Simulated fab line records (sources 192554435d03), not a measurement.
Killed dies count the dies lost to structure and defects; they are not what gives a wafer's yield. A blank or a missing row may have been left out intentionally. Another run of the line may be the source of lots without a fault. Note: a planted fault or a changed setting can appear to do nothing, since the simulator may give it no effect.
Split-lot experiment | flow n5Finfet | route with 1938 steps; 7 lots, 21 wafers read

SPLIT DETAILS
At N5_BEOL_M9_PECVD_70 (deposits SiO2 from TEOS/O2, target thk 20 nm, time 22.7 s), the setting tempC was moved away from the recipe's 400 C on 6 of the 21 wafers read, by -3.8% to +3.7%. All remaining wafers had this setting at the recipe value.

FROM THE SPLIT TO THE READING: what the file shows between them, 3 steps
- N5_BEOL_M9_HM_DEP_02: deposits TiN, target thk 20 nm
- N5_BEOL_M9_COAT_59: time 60 s, resist thk 100 nm
- N5_BEOL_M9_STRIP_80: strips in N2/H2, time 10 s

THE READING
SiO2_of_BEOL_M9_PECVD_70.thkNm (the simulator's own value, which no gauge read), in nm, at N5_BEOL_M9_HM_STRIP_39 (strips TiN in peroxide tin strip, target depth 25 nm, time 158 s). There is no usual value for it anywhere in the file. Average 19.9 nm, standard deviation 0.36 nm, over the 15 wafers here run with the recipe.

wafer  | tool, chamber at the split | tempC as run, C | against the recipe | SiO2_of_BEOL_M9_PECVD_70.thkNm, nm | against lot-mates on the recipe
L074.3 | pecvd-04, 2                | 400             | recipe             | 19.4                               | -
L074.5 | pecvd-04, 2                | 400             | recipe             | 20                                 | -
L074.6 | pecvd-04, 0                | 400             | recipe             | 20                                 | -
L075.3 | pecvd-04, 2                | 400             | recipe             | 19.4                               | -
L075.4 | pecvd-04, 2                | 400             | recipe             | 19.8                               | -
L075.5 | pecvd-04, 0                | 400             | recipe             | 20.2                               | -
L078.1 | pecvd-02, 0                | 400             | recipe             | 19.6                               | -
L078.2 | pecvd-02, 1                | 414.9           | +3.7%              | 17.8                               | -1.8
L078.4 | pecvd-02, 2                | 414.9           | +3.7%              | 17.6                               | -2.0
L077.2 | pecvd-02, 2                | 408.1           | +2.0%              | 18.6                               | -1.4
L077.3 | pecvd-02, 0                | 400             | recipe             | 20                                 | -
L077.5 | pecvd-02, 1                | 408.1           | +2.0%              | 19                                 | -1.0
L088.1 | pecvd-02, 2                | 400             | recipe             | 19.8                               | -
L088.2 | pecvd-02, 1                | 400             | recipe             | 19.6                               | -
L088.3 | pecvd-02, 0                | 400             | recipe             | 20.4                               | -
L090.2 | pecvd-04, 1                | 384.8           | -3.8%              | 21.4                               | +1.8
L090.3 | pecvd-04, 2                | 400             | recipe             | 19.2                               | -
L090.4 | pecvd-04, 0                | 400             | recipe             | 20                                 | -
L094.3 | pecvd-01, 2                | 400             | recipe             | 20.4                               | -
L094.5 | pecvd-01, 2                | 409.2           | +2.3%              | 19.2                               | -1.1
L094.6 | pecvd-01, 0                | 400             | recipe             | 20.2                               | -

THE FIT
A straight line over all 21 wafers: SiO2_of_BEOL_M9_PECVD_70.thkNm changes by -0.494 nm for each +1% of tempC; r = -0.91; the points scatter about the line by 0.37 nm.
The same after taking each lot's own level away (the mean of its wafers on the recipe; 21 wafers): -0.506 nm for each +1%; r = -0.95; scatter 0.27 nm.
The reading moves by 1.9 nm for the largest change in tempC, on that fit.
Measured against the standard deviation above, the lots' own levels, which go from 19.60 to 20.30 nm, span 2.0 times it.
The two slopes agree, so the slope changes little with the lot-to-lot level.
Check: for one of the wafers moved furthest among these (-3.8%), held out of the fit, the line's prediction against its lot-mates is +1.97 nm. Against them it came out at +1.8 nm.

ADDITIONAL SPLITS CARRIED BY THESE WAFERS
Other splits were also applied to these wafers ahead of the reading. Each is held against what the fit with the lots' levels taken away leaves over:
other split on the same wafers | wafers away from the commonest value | r with SiO2_of_BEOL_M9_PECVD_70.thkNm (lot level and that fit taken away)
N5_BEOL_M8_ETCH_62 timeS       | 5                                    | -0.05
N5_BEOL_M9_ILD_DEP_00 timeS    | 8                                    | -0.11

THE WHOLE CHAIN: every reading that the file lists as answering this split, in the file's order
step                   | what it does                                                     | reading                                                                         | change (the file's fit)               | r (the file's)
N5_BEOL_M9_PECVD_70    | deposits SiO2 from TEOS/O2, target thk 20 nm, time 22.7 s        | SiO2_of_BEOL_M9_PECVD_70.thkNm (the simulator's own value, which no gauge read) | -0.513 nm for each +1% of the setting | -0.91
N5_BEOL_M9_HM_STRIP_39 | strips TiN in peroxide tin strip, target depth 25 nm, time 158 s | SiO2_of_BEOL_M9_PECVD_70.thkNm (the simulator's own value, which no gauge read) | -0.501 nm for each +1% of the setting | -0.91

THE FILE'S OWN FIT
SiO2_of_BEOL_M9_PECVD_70.thkNm changes by -0.501 nm for each +1% of tempC, r = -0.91.
